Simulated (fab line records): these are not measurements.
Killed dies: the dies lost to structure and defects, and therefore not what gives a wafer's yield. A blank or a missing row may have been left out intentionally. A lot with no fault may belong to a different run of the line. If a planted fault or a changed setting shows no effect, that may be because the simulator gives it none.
fab line records | flow n5Finfet
record lots=7 wafers=21
route steps=1938 shown WELL_APT@21 DUMMY_GATE@215 SD_EPI_P@312 SDB@373 DUMMY_REMOVAL@377 HKMG_FIN@424 MOL_CONTACT_COAG@610 BEOL_M0_SAQP@636
startH: hours from the record's first day to the start of the lot's first wafer shown | waitH: time in hours since the lot's previous step | " same as the row above | L1.1+2: a row that stands for several wafers | - value missing, or start not given | * or withheld: withheld | < > ~ a bound
route shown NAME@n: names a module that has steps shown in the file, with the first one's number in the route | usual: mean/standard deviation of fault-free wafers | same: alike in all rows | chamber/n: place in a boat | sites: each site's reading | _std_site: standard deviation across them | _edge_site: the outer-site mean with the inner-site mean subtracted | radiusMm: how far each site lies from the wafer's centre | mask NAME#n: copy n | behind: tool/chamber where the wafer was last shaped | hold: why the lot was held/for how many hours/how that ended | device: names the non-switching transistor (n, p or np) | end of line: tests run on the same wafers once the route is complete | a step with no rows: only its recipe | killed: dies lost to structure and defects at the first sort, not the wafer's yield | map: per-die view of a wafer (x killed, . not killed, _ where there is no die)
set.NAME: the run value of the setting; set.NAME@STEP: its run value at that earlier step | model.NAME: the simulator's own value behind a step, which no gauge read
lots run with intentionally changed settings; tables by step, rows by wafer
## steps
# step N5_WELL_APT_COAT_02
# recipe spinRpm=1357 resistThkNm=950
# columns lot.wafer tool chamber startH waitH set.spinRpm model.coat_of_WELL_APT_COAT_02.thkNm
L079.1 lithoTrack-02 0 - - 1357 952.6
L079.2 " 0 " " 1357 949.5
L079.6 " 0 " " 1357 950.6
L084.1+5 lithoTrack-01 0 - - 1357 946
L084.2 " 0 " " 1357 949.4
L085.3 lithoTrack-02 0 - - 1494 904.6
L085.4 " 0 " " 1357 951.5
L085.6 " 0 " " 1357 949
L086.1 lithoTrack-01 0 - - 1357 951.6
L086.3 " 0 " " 1357 948
L086.6 " 0 " " 1357 948.1
L089.1 lithoTrack-05 0 - - 1357 952.7
L089.2 " 0 " " 1357 950.9
L089.4 " 0 " " 1357 950.1
L090.1 lithoTrack-05 0 - - 1357 950.5
L090.4 " 0 " " 1357 948.8
L090.5 " 0 " " 1357 950.9
L094.1 lithoTrack-05 0 - - 1357 950.6
L094.3 " 0 " " 1294 976.8
L094.6 " 0 " " 1357 952
# step N5_DUMMY_GATE_CVD_03
# recipe material=a-Si targetThkA=1500 tempC=530 precursor=SiH4 timeS=8042
# columns lot.wafer tool chamber startH waitH set.tempC model.a-Si_of_DUMMY_GATE_CVD_03.thkNm
L079.1 - - - 0.1 510.8 84.8
L079.2 " - " " 510.8 83.4
L079.6 " - " " 510.8 85.2
L084.1 lpcvd-02 0/65 97.64 0.1 530 146.2
L084.2 " 0/70 " " 530 145.8
L084.5 " 0/84 " " 530 146
L085.3+6 - - - 0.1 513.6 91.4
L085.4 " - " " 513.6 91
L086.1 - - - 0.1 512.4 87.8
L086.3 " - " " 512.4 88.4
L086.6 " - " " 512.4 89.8
L089.1+2 - - - 0.1 530 149
L089.4 " - " " 530 149.6
L090.1 - - - 0.1 530 149
L090.4 " - " " 530 149.2
L090.5 " - " " 530 148.2
L094.1 - - - 0.1 509 78.6
L094.3 " - " " 509 79
L094.6 " - " " 509 78.8
# step N5_DUMMY_GATE_COAT_35
# recipe resist=SiARC tempC=220 timeS=60 spinRpm=1500 resistThkNm=10
# columns lot.wafer tool chamber startH waitH set.spinRpm model.SiARC_of_DUMMY_GATE_COAT_35.thkNm
L079.1+6 lithoTrack-03 0 - - 1391 10.4
L079.2 " 0 " " 1500 10
L084.1+2+5 lithoTrack-03 0 - - 1500 10
L085.3+4 lithoTrack-03 0 - - 1500 10
L085.6 " 0 " " 1613 9.6
L086.1+6 lithoTrack-04 0 - - 1500 10
L086.3 " 0 " " 1370 10.4
L089.1+2 lithoTrack-04 0 - - 1388 10.4
L089.4 " 0 " " 1500 10
L090.1 lithoTrack-04 0 - - 1433 10.2
L090.4+5 " 0 " " 1500 10
L094.1+3+6 lithoTrack-03 0 - - 1500 10
# step N5_SD_EPI_P_ETCH_16
# recipe chemistry=CHF3/O2 target=SiO2 targetDepthA=50 maskMaterial=SOC pressureMtorr=30 sourceW=650 biasW=170 Ar_flow_sccm=200 CHF3_flow_sccm=50 O2_flow_sccm=5 ionEnergyEv=200
# columns lot.wafer tool chamber startH waitH set.targetDepthA model.etch.depthNm
L079.1 rieDiel-03 0 85.41 0.1 54.53 5.29
L079.2 " 2 " " 50 4.973
L079.6 " 0 " " 50 4.861
L084.1 rieDiel-02 3 113.84 0.1 50 4.677
L084.2 " 2 " " 50 5.001
L084.5 " 1 " " 50 4.925
L085.3 rieDiel-06 2 121.59 0.1 50 4.807
L085.4 " 0 " " 44.24 4.368
L085.6 " 3 " " 50 5.209
L086.1 rieDiel-02 3 125.83 0.1 50 4.709
L086.3 " 0 " " 50 4.89
L086.6 " 2 " " 50 4.984
L089.1 rieDiel-02 1 143.26 0.1 50 4.932
L089.2 " 0 " " 44.38 4.331
L089.4 " 3 " " 44.38 4.165
L090.1 rieDiel-03 3 152.16 0.1 50 4.769
L090.4 " 0 " " 54.54 5.291
L090.5 " 3 " " 54.54 5.227
L094.1 rieDiel-06 0 176.85 0.1 50 4.974
L094.3 " 3 " " 52.43 5.411
L094.6 " 0 " " 50 4.971
# step N5_SDB_ALD_29
# recipe material=SiNx targetThkA=300 tempC=400 aldPrecursorFamily=SiH2I2 aldCoReactant=N2/H2-plasma pulseTimeS=1 aldCycles=600 purgeTimeS=2 coReactantPurgeTimeS=2 pressureTorr=2
# columns lot.wafer tool chamber startH waitH set.aldCycles model.SiNx_of_SDB_ALD_29.thkNm
L079.1 aldSin-04 0 99.53 0.2 600 29.8
L079.2 " 1 " " 600 30
L079.6 " 3 100.88 1.6 554 27.8
L084.1+2+5 aldSin-01 3,1,3 125.43 0.0 600 30
L085.3 aldSin-01 1 135.05 0.0 600 30
L085.4 " 0 " " 534 26.8
L085.6 " 2 136.40 1.4 534 26.6
L086.1 aldSin-03 2 137.44 0.0 600 29.8
L086.3 " 1 " " 573 28.8
L086.6 " 2 138.80 1.4 573 28.4
L089.1 aldSin-03 3 155.95 0.0 600 30
L089.2 " 2 " " 683 34.2
L089.4 " 1 157.31 1.4 683 34
L090.1+4+5 aldSin-04 3,1,3 164.98 0.2 600 30.2
L094.1+6 aldSin-04 2 190.06 0.0 600 30
L094.3 " 3 " " 600 30.2
# step N5_SDB_CMP_30
# recipe stopOn=poly-Si tOverpolishS=1.54 postCmpClean=alkalineBrush downForcePsi=4.1491 platenRpm=51.796 padVelocityMS=1.0306 targetThkNm=30
# columns lot.wafer tool chamber startH waitH set.platenRpm set.aldCycles@SDB_ALD_29 model.SiNx_of_SDB_ALD_29.thkNm
L079.2+1 cmp-02 2,3 102.34 1.5 53.06 600 29.8
L079.6 " 1 " " 51.796 554 27.8
L084.1+2+5 cmp-04 1,2,1 128.21 1.4 51.796 600 30
L085.4 cmp-04 1 137.82 1.4 51.796 534 26.8
L085.3 " 3 " " 51.796 600 30
L085.6 " 0 " " 51.796 534 26.6
L086.1 cmp-04 1 140.36 1.6 51.796 600 29.8
L086.3 " 3 " " 51.796 573 28.8
L086.6 " 0 " " 51.796 573 28.4
L089.1 cmp-02 0 158.69 1.4 51.796 600 30
L089.2 " 1 " " 51.796 683 31.8
L089.4 " 2 " " 52.29 683 33
L090.1+5 cmp-02 1,2 167.72 1.4 51.28 600 30.2
L090.4 " 2 " " 51.796 600 30.2
L094.3 cmp-02 3 192.88 1.5 51.796 600 30.2
L094.1+6 " 2,3 " " 50.27 600 30
# step N5_DUMMY_REMOVAL_HM_STRIP_01
# recipe chemistry=CH3F/O2 material=SiNx targetDepthA=40 stopOn=poly-Si timeS=6.8 overEtchFrac=0.3 ionEnergyEv=60 powerW=410 biasW=29 Ar_flow_sccm=150 CH3F_flow_sccm=30 O2_flow_sccm=20
# columns lot.wafer tool chamber startH waitH set.aldCycles@SDB_ALD_29 model.SiNx_of_SDB_ALD_29.thkNm
L079.1+2 rieDiel-02 2,0 102.61 0.0 600 29.2
L079.6 " 1 " " 554 27.4
L084.1+2+5 rieDiel-02 0,1,3 128.52 0.0 600 29.4
L085.3 rieDiel-02 1 138.28 0.2 600 29.4
L085.4 " 0 " " 534 26.4
L085.6 " 3 " " 534 26
L086.1 rieDiel-02 1 140.67 0.0 600 29.2
L086.3 " 0 " " 573 28.2
L086.6 " 1 " " 573 27.8
L089.1 rieDiel-03 2 159.04 0.0 600 29.4
L089.2 " 0 " " 683 31.2
L089.4 " 0 " " 683 32.4
L090.1+4+5 rieDiel-06 1,2,1 168.07 0.0 600 29.6
L094.1+6 rieDiel-06 1,2 193.29 0.1 600 29.4
L094.3 " 2 " " 600 29.6
# step N5_HKMG_FIN_COAT_06
# recipe resist=CAR-ArF spinRpm=1500 resistThkNm=90
# columns lot.wafer tool chamber startH waitH set.spinRpm model.CAR-ArF_of_HKMG_FIN_COAT_06.thkNm
L079.1+2 lithoTrack-04 0 - - 1500 89.6
L079.6 " 0 " " 1609 86.6
L084.1+5 lithoTrack-01 0 - - 1500 89.6
L084.2 " 0 " " 1500 89.8
L085.3+4 lithoTrack-02 0 - - 1500 90
L085.6 " 0 " " 1500 89.8
L086.1 lithoTrack-02 0 - - 1384 93.6
L086.3 " 0 " " 1384 93.8
L086.6 " 0 " " 1500 90
L089.1 lithoTrack-04 0 - - 1500 90.6
L089.2 " 0 " " 1655 86.2
L089.4 " 0 " " 1500 90.2
L090.1+4 lithoTrack-04 0 - - 1500 90.4
L090.5 " 0 " " 1500 90.6
L094.1 lithoTrack-04 0 - - 1500 90
L094.3 " 0 " " 1621 86.6
L094.6 " 0 " " 1621 86.8
# step N5_HKMG_FIN_PEB_10
# recipe pebTempC=withheld pebTimeS=60 resist=CAR-ArF
# columns lot.wafer tool chamber startH waitH set.pebTimeS
L079.1 lithoTrack-01 0 108.27 0.1 66.95
L079.2+6 " 0 " " 60
L084.1+2+5 lithoTrack-04 0 133.52 0.1 60
L085.3+4 lithoTrack-01 0 143.20 0.0 60
L085.6 " 0 " " 72.32
L086.1+3+6 lithoTrack-01 0 145.73 0.1 60
L089.1+2+4 lithoTrack-02 0 164.08 0.1 60
L090.1+5 lithoTrack-02 0 172.88 0.1 60
L090.4 " 0 " " 53
L094.1 lithoTrack-02 0 198.18 0.1 73.26
L094.3+6 " 0 " " 60
# step N5_HKMG_FIN_DEVELOP_11
# recipe developTimeS=30 developer=TMAH resist=CAR-ArF devTempC=23 rinseLiquid=diw dry=airSpin
# columns lot.wafer tool chamber startH waitH set.spinRpm@HKMG_FIN_COAT_06 model.CAR-ArF_of_HKMG_FIN_COAT_06.thkNm
L079.1 lithoTrack-01 0 - - 1500 88
L079.2 " 0 " " 1500 87.8
L079.6 " 0 " " 1609 85
L084.1 lithoTrack-04 0 - - 1500 88
L084.2 " 0 " " 1500 88.2
L084.5 " 0 " " 1500 87.8
L085.3 lithoTrack-01 0 - - 1500 88.2
L085.4 " 0 " " 1500 88.4
L085.6 " 0 " " 1500 88
L086.1 lithoTrack-01 0 - - 1384 92
L086.3 " 0 " " 1384 92.2
L086.6 " 0 " " 1500 88.4
L089.1 lithoTrack-02 0 - - 1500 88.8
L089.2 " 0 " " 1655 84.4
L089.4 " 0 " " 1500 88.6
L090.1 lithoTrack-02 0 - - 1500 88.6
L090.4 " 0 " " 1500 88.8
L090.5 " 0 " " 1500 89
L094.1 lithoTrack-02 0 - - 1500 88.4
L094.3 " 0 " " 1621 84.8
L094.6 " 0 " " 1621 85.2
# step N5_HKMG_FIN_CD_MEAS_12
# recipe targetCdNm=92.8 landingEnergyEv=500 detector=seInlens
# usual cdNm=92.7/0.87
# columns lot.wafer tool chamber startH waitH set.pebTimeS@HKMG_FIN_PEB_10 cdNm
L079.1 cdSem-02 0 108.33 - 66.95 95.9
L079.2 " 0 " " 60 92.6
L079.6 " 0 " " 60 92.0
L084.1 cdSem-02 0 133.59 - 60 93.7
L084.2 " 0 " " 60 93.6
L084.5 " 0 " " 60 93.9
L085.3 cdSem-02 0 143.26 - 60 92.6
L085.4 " 0 " " 60 92.9
L085.6 " 0 " " 72.32 98.0
L086.1 cdSem-02 0 145.80 - 60 92.2
L086.3 " 0 " " 60 92.5
L086.6 " 0 " " 60 92.5
L089.1 cdSem-02 0 164.15 - 60 93.6
L089.2 " 0 " " 60 94.1
L089.4 " 0 " " 60 92.7
L090.1 cdSem-02 0 172.95 - 60 93.1
L090.4 " 0 " " 53 88.8
L090.5 " 0 " " 60 93.2
L094.1 cdSem-02 0 198.25 - 73.26 99.8
L094.3 " 0 " " 60 94.0
L094.6 " 0 " " 60 94.6
# step N5_HKMG_FIN_ETCH_86
# recipe chemistry=N2/H2 target=SOC targetDepthA=3932 stopOn=TiN ionEnergyEv=100 biasW=61 pressureMtorr=30 sourceW=850 n2FlowSccm=200 h2FlowSccm=200
# columns lot.wafer tool chamber startH waitH set.targetDepthA model.SOC_of_HKMG_FIN_COAT_85.thkNm
L079.1 rieDiel-05 1 109.74 - 3672 31.2
L079.2 " 2 " " 3932 17.8
L079.6 " 0 " " 3672 32.4
L084.1 rieDiel-01 3 135.10 - 3932 14.4
L084.2 " 0 " " 3932 16.4
L084.5 " 2 " " 3932 16
L085.3 rieDiel-05 1 144.67 - 3770 24.6
L085.4 " 0 " " 3770 25.6
L085.6 " 2 " " 3932 18.4
L086.1+6 rieDiel-01 3 147.28 - 4247 8.4
L086.3 " 2 " " 3932 16.2
L089.1 rieDiel-05 1 165.55 - 3932 13
L089.2 " 0 " " 3932 14
L089.4 " 3 " " 3932 12.4
L090.1+4+5 rieDiel-04 3,1,3 174.37 - 3932 12.6
L094.1 rieDiel-04 0 199.70 - 3932 16.6
L094.3 " 1 " " 3932 13
L094.6 " 0 " " 3932 16.4
# step N5_HKMG_FIN_ALD_71
# recipe material=TiN targetThkA=10 tempC=400 aldPrecursorFamily=TiCl4 aldCoReactant=NH3 pulseTimeS=1 purgeTimeS=3 coReactantPurgeTimeS=2 coReactantPulseTimeS=2 aldCycles=47 pressureTorr=3
# columns lot.wafer tool chamber startH waitH set.tempC
L079.1+2+6 aldMetal-04 2,0,2 110.47 0.0 394.6
L084.1+2+5 aldMetal-02 2,3,0 135.84 0.0 400
L085.3+4+6 aldMetal-03 1,0,3 145.40 0.0 400
L086.1 aldMetal-04 0 148.02 0.0 400
L086.3+6 " 2,0 " " 412.1
L089.1+2 aldMetal-02 2,3 166.39 0.0 400
L089.4 " 0 " " 409.9
L090.1 aldMetal-02 0 175.11 0.0 400
L090.4+5 " 3,0 " " 383.5
L094.1+3 aldMetal-02 0,3 200.43 0.0 389.3
L094.6 " 1 " " 400
# step N5_HKMG_FIN_COAT_66
# recipe resist=SOC tempC=250 timeS=60 spinRpm=1500 resistThkNm=300
# step N5_HKMG_FIN_ETCH_67
# recipe chemistry=N2/H2 target=SOC targetDepthA=3889 stopOn=TiN ionEnergyEv=100 biasW=61 pressureMtorr=30 sourceW=850 n2FlowSccm=200 h2FlowSccm=200
# columns lot.wafer tool chamber startH waitH set.pebTimeS@HKMG_FIN_PEB_10 model.HKMG_FIN.cdNm
L079.1 rieDiel-04 0 110.81 - 66.95 101
L079.2 " 1 " " 60 96.8
L079.6 " 0 " " 60 97.2
L084.1 rieDiel-05 3 136.18 - 60 99.4
L084.2 " 2 " " 60 98.6
L084.5 " 0 " " 60 98.4
L085.3 rieDiel-05 3 145.79 - 60 98.6
L085.4 " 0 " " 60 97
L085.6 " 3 " " 72.32 102.6
L086.1 rieDiel-01 1 148.35 - 60 97.2
L086.3 " 2 " " 60 96.4
L086.6 " 0 " " 60 97.4
L089.1 rieDiel-01 1 166.73 - 60 98.2
L089.2 " 0 " " 60 98.8
L089.4 " 2 " " 60 97.4
L090.1 rieDiel-01 3 175.44 - 60 97.8
L090.4 " 2 " " 53 93.4
L090.5 " 0 " " 60 97
L094.1 rieDiel-05 3 200.77 - 73.26 105.2
L094.3 " 2 " " 60 100.8
L094.6 " 1 " " 60 100.4
# step N5_MOL_CONTACT_COAG_ETCH_67
# recipe chemistry=N2/H2 target=SOC targetDepthA=600 overetchA=210 maskMaterial=SiARC tempC=40 timeS=101.2 ionEnergyEv=200 pressureMtorr=30 sourceW=840 biasW=150 n2FlowSccm=200 h2FlowSccm=200
# usual rfVppV=523.3/1.7
# columns lot.wafer tool chamber startH waitH set.sourceW rfVppV
L079.1 rieDiel-04 2 134.40 0.0 840 522.1
L079.2 " 0 " " 840 520.2
L079.6 " 2 " " 840 523.0
L084.1 rieDiel-01 2 158.81 0.0 840 525.9
L084.2 " 1 " " 840 523.6
L084.5 " 2 " " 840 527.1
L085.3 rieDiel-04 1 168.00 0.0 908.7 510.9
L085.4 " 3 " " 840 523.1
L085.6 " 3 " " 840 522.5
L086.1 rieDiel-04 1 171.33 0.0 745.5 545.6
L086.3 " 0 " " 840 523.7
L086.6 " 1 " " 840 525.5
L089.1 rieDiel-01 3 192.25 0.0 694.7 557.6
L089.2 " 2 " " 840 526.7
L089.4 " 1 " " 694.7 556.3
L090.1 rieDiel-05 0 195.60 0.0 916.5 507.0
L090.4 " 3 " " 840 522.7
L090.5 " 1 " " 840 522.3
L094.1 rieDiel-04 2 223.15 0.0 726.5 547.1
L094.3 " 1 " " 840 526.4
L094.6 " 3 " " 726.5 548.2
# step N5_MOL_CONTACT_COAG_CVD_140
# recipe material=W targetThkA=665 mode=selectiveFill tempC=300 timeS=215
# columns lot.wafer tool chamber startH waitH set.targetThkA model.W_of_MOL_CONTACT_COAG_CVD_140.thkNm
L079.1 cvdW-02 1 135.02 0.1 594.2 59.4
L079.2 " 0 " " 665 65.4
L079.6 " 1 " " 665 67
L084.1+2+5 cvdW-01 0,1,0 159.41 0.1 665 67.4
L085.3 cvdW-02 0 168.68 0.1 665 66
L085.4+6 " 1 " " 736.4 73.8
L086.1 cvdW-01 0 171.96 0.1 665 67.4
L086.3+6 " 1,0 " " 665 66.2
L089.1 cvdW-02 0 192.85 0.1 665 66.4
L089.2+4 " 1 " " 665 66
L090.1 cvdW-01 1 196.21 0.1 665 67.6
L090.4 " 0 " " 750.8 75.8
L090.5 " 1 " " 750.8 75.2
L094.1 cvdW-01 0 223.76 0.1 605.7 61.6
L094.3 " 1 " " 665 66.4
L094.6 " 1 " " 665 65.8
# step N5_BEOL_M0_SAQP_PECVD_96
# recipe material=a-Si targetThkA=450 tempC=350 precursor=SiH4/He pressureTorr=3 rfW=100 timeS=45.2
# columns lot.wafer tool chamber startH waitH set.timeS model.a-Si_of_BEOL_M0_SAQP_PECVD_96.thkNm
L079.1+2 pecvd-02 0,1 139.37 0.0 45.2 44
L079.6 " 2 " " 47.76 47.2
L084.1+5 pecvd-03 1,2 164.84 0.0 45.2 45.2
L084.2 " 0 " " 45.2 44.6
L085.3 pecvd-01 0 173.58 0.0 45.2 44.8
L085.4 " 0 " " 45.2 45.4
L085.6 " 1 " " 45.2 43.4
L086.1+3 pecvd-03 1,0 179.70 0.0 45.2 44.6
L086.6 " 1 " " 45.2 45.4
L089.1 pecvd-03 1 197.30 0.0 50.77 49.6
L089.2 " 0 " " 50.77 49.8
L089.4 " 1 " " 45.2 45
L090.1 pecvd-02 0 200.81 0.0 45.2 44
L090.4 " 2 " " 42.85 42.4
L090.5 " 0 " " 42.85 42.6
L094.1 pecvd-02 0 228.24 0.0 45.2 45
L094.3 " 1 " " 45.2 45.4
L094.6 " 1 " " 48.46 47.8
# step N5_BEOL_M0_SAQP_PECVD_97
# recipe material=SiNx targetThkA=230 tempC=350 precursor=SiH4/NH3/N2 pressureTorr=1.5 rfW=300 timeS=19.9
# step N5_BEOL_M0_SAQP_PECVD_04
# recipe material=a-Si targetThkA=600 tempC=350 precursor=SiH4/He pressureTorr=3 rfW=100 timeS=60.2
# step N5_BEOL_M0_SAQP_ETCH_101
# recipe chemistry=CH3F/O2 target=SiNx maskMaterial=SiO2 targetDepthA=299 timeS=42.7 pressureMtorr=30 sourceW=395 biasW=73 Ar_flow_sccm=150 CH3F_flow_sccm=30 O2_flow_sccm=20 ionEnergyEv=120
# step N5_BEOL_M0_SAQP_ETCH_102
# recipe chemistry=CF4 target=SiO2 targetDepthA=40 ionEnergyEv=350 timeS=4.4 pressureMtorr=10 icpW=800 biasW=400 cf4FlowSccm=80
# step N5_BEOL_M0_SAQP_MANDREL_ETCH_103
# recipe chemistry=HBr/Cl2 target=a-Si targetDepthA=450 btTimeS=10 stopOn=SiCN maskMaterial=SiO2 overEtchFrac=0.8 timeS=27 pressureMtorr=10 icpW=800 biasW=75 HBr_flow_sccm=150 Cl2_flow_sccm=80 ends=endPoint
# columns lot.wafer tool chamber startH waitH set.timeS@BEOL_M0_SAQP_PECVD_96 model.etch.depthNm
L079.1 rieSi-03 1 142.07 0.0 45.2 44.02
L079.2 " 3 " " 45.2 43.96
L079.6 " 0 " " 47.76 47.25
L084.1 rieSi-06 2 167.72 0.0 45.2 45.25
L084.2 " 0 " " 45.2 44.68
L084.5 " 0 " " 45.2 45.23
L085.3 rieSi-02 1 176.68 0.0 45.2 44.75
L085.4 " 3 " " 45.2 45.49
L085.6 " 1 " " 45.2 43.41
L086.1 rieSi-03 0 183.62 0.0 45.2 44.63
L086.3 " 2 " " 45.2 44.55
L086.6 " 1 " " 45.2 45.35
L089.1 rieSi-02 2 199.80 0.0 50.77 49.57
L089.2 " 0 " " 50.77 49.83
L089.4 " 1 " " 45.2 45.02
L090.1 rieSi-02 3 203.98 0.0 45.2 43.99
L090.4 " 2 " " 42.85 42.41
L090.5 " 2 " " 42.85 42.67
L094.1 rieSi-03 2 231.01 0.0 45.2 44.92
L094.3 " 1 " " 45.2 45.34
L094.6 " 2 " " 48.46 47.84
## key
split step=N5_WELL_APT_COAT_02 setting=spinRpm stated=1357 by=wafer
response step=N5_WELL_APT_COAT_02 reading=model.coat_of_WELL_APT_COAT_02.thkNm change=-4.69 per=1% r=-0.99
split step=N5_DUMMY_GATE_CVD_03 setting=tempC stated=530 by=lot
response step=N5_DUMMY_GATE_CVD_03 reading=model.a-Si_of_DUMMY_GATE_CVD_03.thkNm change=+17.7 per=1% r=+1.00
split step=N5_DUMMY_GATE_COAT_35 setting=spinRpm stated=1500 by=wafer
response step=N5_DUMMY_GATE_COAT_35 reading=model.SiARC_of_DUMMY_GATE_COAT_35.thkNm change=-0.051 per=1% r=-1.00
split step=N5_SD_EPI_P_ETCH_16 setting=targetDepthA stated=50 by=wafer
response step=N5_SD_EPI_P_ETCH_16 reading=model.etch.depthNm change=+0.0559 per=1% r=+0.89
split step=N5_SDB_ALD_29 setting=aldCycles stated=600 by=wafer
response step=N5_SDB_ALD_29 reading=model.SiNx_of_SDB_ALD_29.thkNm change=+0.293 per=1% r=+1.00
response step=N5_SDB_CMP_30 reading=model.SiNx_of_SDB_ALD_29.thkNm change=+0.231 per=1% r=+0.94
response step=N5_DUMMY_REMOVAL_HM_STRIP_01 reading=model.SiNx_of_SDB_ALD_29.thkNm change=+0.224 per=1% r=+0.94
split step=N5_SDB_CMP_30 setting=platenRpm stated=51.796 by=wafer
response none clear
split step=N5_HKMG_FIN_COAT_06 setting=spinRpm stated=1500 by=wafer
response step=N5_HKMG_FIN_COAT_06 reading=model.CAR-ArF_of_HKMG_FIN_COAT_06.thkNm change=-0.423 per=1% r=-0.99
response step=N5_HKMG_FIN_DEVELOP_11 reading=model.CAR-ArF_of_HKMG_FIN_COAT_06.thkNm change=-0.427 per=1% r=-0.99
split step=N5_HKMG_FIN_PEB_10 setting=pebTimeS stated=60 by=wafer
response step=N5_HKMG_FIN_CD_MEAS_12 reading=cdNm change=+0.272 per=1% r=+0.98
response step=N5_HKMG_FIN_ETCH_67 reading=model.HKMG_FIN.cdNm change=+0.248 per=1% r=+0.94
split step=N5_HKMG_FIN_ETCH_86 setting=targetDepthA stated=3932 by=wafer
response step=N5_HKMG_FIN_ETCH_86 reading=model.SOC_of_HKMG_FIN_COAT_85.thkNm change=-1.46 per=1% r=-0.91
split step=N5_HKMG_FIN_ALD_71 setting=tempC stated=400 by=wafer
response none clear
split step=N5_MOL_CONTACT_COAG_ETCH_67 setting=sourceW stated=840 by=wafer
response step=N5_MOL_CONTACT_COAG_ETCH_67 reading=rfVppV change=-1.69 per=1% r=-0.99
split step=N5_MOL_CONTACT_COAG_CVD_140 setting=targetThkA stated=665 by=wafer
response step=N5_MOL_CONTACT_COAG_CVD_140 reading=model.W_of_MOL_CONTACT_COAG_CVD_140.thkNm change=+0.628 per=1% r=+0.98
split step=N5_BEOL_M0_SAQP_PECVD_96 setting=timeS stated=45.2 by=wafer
response step=N5_BEOL_M0_SAQP_PECVD_96 reading=model.a-Si_of_BEOL_M0_SAQP_PECVD_96.thkNm change=+0.39 per=1% r=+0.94
response step=N5_BEOL_M0_SAQP_MANDREL_ETCH_103 reading=model.etch.depthNm change=+0.392 per=1% r=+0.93
